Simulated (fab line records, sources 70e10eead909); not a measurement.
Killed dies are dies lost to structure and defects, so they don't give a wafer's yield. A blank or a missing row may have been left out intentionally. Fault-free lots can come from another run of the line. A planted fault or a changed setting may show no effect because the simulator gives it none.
Which tool did it? + flow nand harc + 13 lots, 39 wafers sampled, at 4 steps of a route of 1302

WHAT THE GAUGES READ, wafer by wafer
NHARC_P_ZERO_WELL_CD_MEAS_52: target cd 2000 nm.
| lot  | measured     | on        | cd nm (nm)           |
|------|--------------|-----------|----------------------|
| L260 | day 2 01:52  | cd sem-02 | 2000.7 1998.0 2000.4 |
| L264 | day 3 17:47  | cd sem-02 | - - -                |
| L266 | day 4 13:38  | cd sem-03 | 1998.2 1997.3 1998.3 |
| L272 | day 7 01:53  | cd sem-01 | 1998.9 1999.0 1999.4 |
| L273 | day 7 11:53  | cd sem-03 | 1999.7 1999.6 1997.9 |
| L274 | day 7 21:47  | cd sem-01 | 1998.7 1999.2 1999.8 |
| L275 | day 8 07:48  | cd sem-03 | 1999.9 1997.7 1999.3 |
| L276 | day 8 18:02  | cd sem-02 | 2001.2 2001.1 1999.9 |
| L277 | day 9 04:00  | cd sem-02 | 1999.7 1998.4 1998.3 |
| L278 | day 9 13:38  | cd sem-03 | 1998.8 1999.3 2000.7 |
| L280 | day 10 11:30 | cd sem-01 | 1999.8 1999.8 2000.7 |
| L281 | day 10 19:55 | cd sem-02 | 2001.9 1999.2 2001.6 |
| L283 | day 11 16:07 | cd sem-03 | 1999.3 1999.5 1999.9 |

NHARC_P_ZERO_WELL_INSPECT_43.
| lot  | measured     | on                | raw defect count |
|------|--------------|-------------------|------------------|
| L260 | day 2 03:43  | defect inspect-01 | 9 18 9           |
| L264 | day 3 19:37  | defect inspect-01 | 9 21 13          |
| L266 | day 4 15:29  | defect inspect-02 | 7 16 12          |
| L272 | day 7 03:43  | defect inspect-01 | 7 12 7           |
| L273 | day 7 13:46  | defect inspect-01 | 22 10 29         |
| L274 | day 7 23:35  | defect inspect-02 | 8 21 11          |
| L275 | day 8 09:37  | defect inspect-01 | 20 21 21         |
| L276 | day 8 19:50  | defect inspect-02 | 2 13 7           |
| L277 | day 9 05:49  | defect inspect-01 | 16 15 12         |
| L278 | day 9 15:37  | defect inspect-02 | 18 14 17         |
| L280 | day 10 13:19 | defect inspect-02 | 18 11 26         |
| L281 | day 10 21:50 | defect inspect-01 | 8 12 22          |
| L283 | day 11 18:02 | defect inspect-01 | 8 9 13           |

NHARC_P_STI_OVL_MEAS_10.
| lot  | measured     | on         | overlay x nm (nm) | overlay y nm (nm) |
|------|--------------|------------|-------------------|-------------------|
| L260 | day 2 21:01  | overlay-01 | 2 1 1             | -9 -9 -9          |
| L266 | day 5 10:11  | overlay-01 | 12 12 13          | 2 1 2             |
| L272 | day 7 20:35  | overlay-01 | 2 2 2             | 6 6 6             |
| L273 | day 8 04:31  | overlay-01 | -8 -8 -9          | -8 -7 -8          |
| L274 | day 8 16:16  | overlay-01 | 1 1 1             | 0 1 0             |
| L275 | day 9 00:56  | overlay-01 | 3 3 3             | -4 -3 -3          |
| L276 | day 9 11:22  | overlay-02 | 0 0 0             | -9 -9 -9          |
| L277 | day 9 20:26  | overlay-01 | -7 -7 -7          | 0 0 0             |
| L278 | day 10 11:32 | overlay-02 | -2 -2 -2          | 0 0 0             |
| L280 | day 11 07:20 | overlay-01 | -7 -6 -6          | 5 5 5             |
| L281 | day 11 18:08 | overlay-01 | 5 5 5             | -3 -3 -3          |
| L283 | day 12 09:32 | overlay-01 | 0 0 1             | -3 -4 -4          |

TOOL THAT RAN EACH LOT (tool first, then ch and the chambers of the sampled wafers, then the start)
| lot  | NHARC_P_ZERO_WELL_EXPOSE_49       |
|------|-----------------------------------|
| L260 | krf scanner-02 ch 0, day 2 01:43  |
| L264 | krf scanner-03 ch 0, day 3 17:38  |
| L266 | krf scanner-02 ch 0, day 4 13:29  |
| L272 | krf scanner-03 ch 0, day 7 01:44  |
| L273 | krf scanner-02 ch 0, day 7 11:44  |
| L274 | krf scanner-02 ch 0, day 7 21:38  |
| L275 | krf scanner-03 ch 0, day 8 07:38  |
| L276 | krf scanner-01 ch 0, day 8 17:53  |
| L277 | krf scanner-03 ch 0, day 9 03:51  |
| L278 | krf scanner-03 ch 0, day 9 13:29  |
| L280 | krf scanner-01 ch 0, day 10 11:21 |
| L281 | krf scanner-02 ch 0, day 10 19:45 |
| L283 | krf scanner-03 ch 0, day 11 15:58 |
- NHARC_P_ZERO_WELL_EXPOSE_49: exposes mask P HVPW, target cd 2000 nm.

WHAT THE TOOLS THEMSELVES READ (means of the sampled wafers that have a number; where no wafer has one, the mark that the record gives instead)
NHARC_P_ZERO_WELL_EXPOSE_49.
| lot  | tool           | reticle temp C (C) |
|------|----------------|--------------------|
| L260 | krf scanner-02 | 23.02              |
| L264 | krf scanner-03 | 23.14              |
| L266 | krf scanner-02 | 23.09              |
| L272 | krf scanner-03 | 22.93              |
| L273 | krf scanner-02 | 22.98              |
| L274 | krf scanner-02 | 23.07              |
| L275 | krf scanner-03 | 23.00              |
| L276 | krf scanner-01 | 22.92              |
| L277 | krf scanner-03 | 23.07              |
| L278 | krf scanner-03 | 22.90              |
| L280 | krf scanner-01 | 22.81              |
| L281 | krf scanner-02 | 23.04              |
| L283 | krf scanner-03 | 22.82              |

THE ANSWER, worked out from the rows above alone
Rule: usual is defined by the lots themselves. Put in order of their means at a reading, lots are off if they are a third of the lots or fewer, leave a main group of 4 or more, and stand apart from it by a gap of 3 or more times the standard deviation of the main group's means; of several such gaps the widest counts. A main group is skipped when, at the precision printed for the reading in the tables above, its means are all equal. Also off: a lot with no number at a reading for which 4 or more lots have one. Any other lot the step has rows for is counted as sound. First the gauges in route order, then the tools' own readings, where a lot's mean is used as printed above. The first step at which some lot is off is used, and at that step the reading that is off furthest; a lot without a number counts as furthest.
Off: L264 (NHARC_P_ZERO_WELL_CD_MEAS_52, cd nm). Without a number there: L264. The main group: mean 1999.5 nm, standard deviation 0.79.
If a tool, at a process step before that reading, ran all the lots that are off and no sound lot after the first of them, it fits. Gauges at NHARC_P_ZERO_WELL_CD_MEAS_52: tried the same way as those tools. No candidate that was tried fits.

WHAT WAS PUT IN BY THE SIMULATOR
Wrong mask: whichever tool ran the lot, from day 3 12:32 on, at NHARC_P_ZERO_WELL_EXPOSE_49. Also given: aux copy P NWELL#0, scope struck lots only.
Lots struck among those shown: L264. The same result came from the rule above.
